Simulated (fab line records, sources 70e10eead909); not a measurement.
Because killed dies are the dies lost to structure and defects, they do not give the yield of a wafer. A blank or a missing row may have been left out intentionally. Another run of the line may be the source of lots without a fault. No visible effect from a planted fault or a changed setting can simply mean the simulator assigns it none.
Comparing a struck lot with a sound one | flow nand harc | 14 out of 1302 route steps
Sound: wafers L133.2, L133.3, L133.5. The struck wafers were L120.2, L120.6. At the end, the cause is stated.
For every step that has rows: the tool of each side, followed by ch and its chambers, followed by its first start. Under that, the readings that differ: sound wafers | struck wafers | difference of the means | sigmas: that difference in standard deviations of wafers without a fault.
alike: a reading whose means differ by less than 2 such deviations, as well as words and numbers matching on both sides. not compared: withheld readings; readings where some wafer has no value; bounds like >300 that might hide an equal value; numbers whose values overlap and for which the record gives no deviation.
A row with sigmas, a row that says differs or no value, or rows on one side alone: a step with any of these is where the two part. When numbers do not overlap yet have no deviation, they are printed without sigmas and do not part them. A reading missing from all wafers of one side parts the sides only when that side holds two or more wafers.

NHARC_A_SLIT_ETCH_26: etches the open film in C4F8/O2/Ar, time 90 s, target depth 400 nm.
  sound on har etch-01 ch 0,1, day 29 01:48; struck on har etch-01 ch 0,1, day 22 17:14
  alike: drypump motor current A, oes air line au, showerhead plenum p Torr, throttle valve pct
  not compared: rf hours counter h
then, 1 step without rows for these wafers: NHARC_A_SLIT_STRIP_28 (strips in O2/COS).
NHARC_A_SLIT_ETCH_29: etches the open film in CF4/O2, target depth 100 nm, overetch 10 nm, time 55 s.
  sound on rie diel-11 ch 0,1, day 29 02:41; struck on rie diel-01 ch 0,3, day 22 18:08
  alike: drypump motor current A, oes product au, rf vpp V, showerhead plenum p Torr, throttle valve pct
  not compared: rf hours counter h
NHARC_A_SLIT_STRIP_18: strips in O2.
  sound on rie diel-11 ch 0,2; struck on rie diel-01 ch 0,3
  reading                         | sound          | struck    | difference | sigmas
  showerhead plenum p Torr (Torr) | 3.54 3.38 3.38 | 3.71 3.73 | +0.29      | +2
  alike: drypump motor current A, oes product au, rf vpp V, throttle valve pct
  not compared: rf hours counter h
then, 2 steps without rows for these wafers: NHARC_A_SLIT_PRECLEAN_19 (cleans in SC1); NHARC_A_SLIT_SRD_20.
NHARC_A_SLIT_CD_MEAS_21:
  sound on cd sem-01, day 29 03:14; struck on cd sem-02, day 22 18:40
  reading    | sound             | struck      | difference | sigmas
  cd nm (nm) | 288.9 288.2 287.3 | 290.1 290.2 | +2.0       | +3
then, 3 steps without rows for these wafers: NHARC_A_SIN_REMOVE_WET_00 (chemistry H3PO4, time 15300 s); NHARC_A_SIN_REMOVE_PRECLEAN_01 (cleans in SC1); NHARC_A_SIN_REMOVE_SRD_02.
NHARC_A_SIN_REMOVE_INSPECT_04:
  sound on defect inspect-02, day 29 09:33; struck on defect inspect-02, day 23 01:16
  alike: raw defect count
NHARC_A_WL_FILL_ALD_00: deposits Al2O3, target thk 3 nm, pulse time 3 s, ald cycles 30.
  sound on ald hk-03 ch 2,3, day 29 09:37; struck on ald hk-03 ch 0, day 23 01:23
  reading    | sound    | struck | difference | sigmas
  ald cycles | 30 30 30 | 22 22  | -8         |
  alike: heater power w, precursor pulse height rel
NHARC_A_WL_FILL_RTA_01: time 5 s.
  sound on rtp anneal-02 ch 0, day 29 09:54; struck on rtp anneal-02 ch 0, day 23 01:47
  alike: lamp power pct, lamp_zone_7_pct, wafer_temp_C_max
-- break in the record here, with 4 days between the starts of the struck wafers on either side (left off in module A_WL_FILL, picked up again in module END, where the first step shown is number 1302 on the route) --
NHARC_END_SORT_01:
  sound on prober-02 ch 0, day 33 16:31; struck on prober-02 ch 0, day 27 03:32
  alike: killed at array, killed at other, killed at periphery, killed dies, killed open, killed short

== WHERE THEY PART ==
Last at NHARC_A_SLIT_CD_MEAS_21 as far as this record goes, first at NHARC_A_SLIT_STRIP_18. Later steps at which nothing parts them and some readings are alike: NHARC_A_SIN_REMOVE_INSPECT_04, NHARC_A_WL_FILL_ALD_00, NHARC_A_WL_FILL_RTA_01, NHARC_END_SORT_01.

WHY: the cause the simulator had injected
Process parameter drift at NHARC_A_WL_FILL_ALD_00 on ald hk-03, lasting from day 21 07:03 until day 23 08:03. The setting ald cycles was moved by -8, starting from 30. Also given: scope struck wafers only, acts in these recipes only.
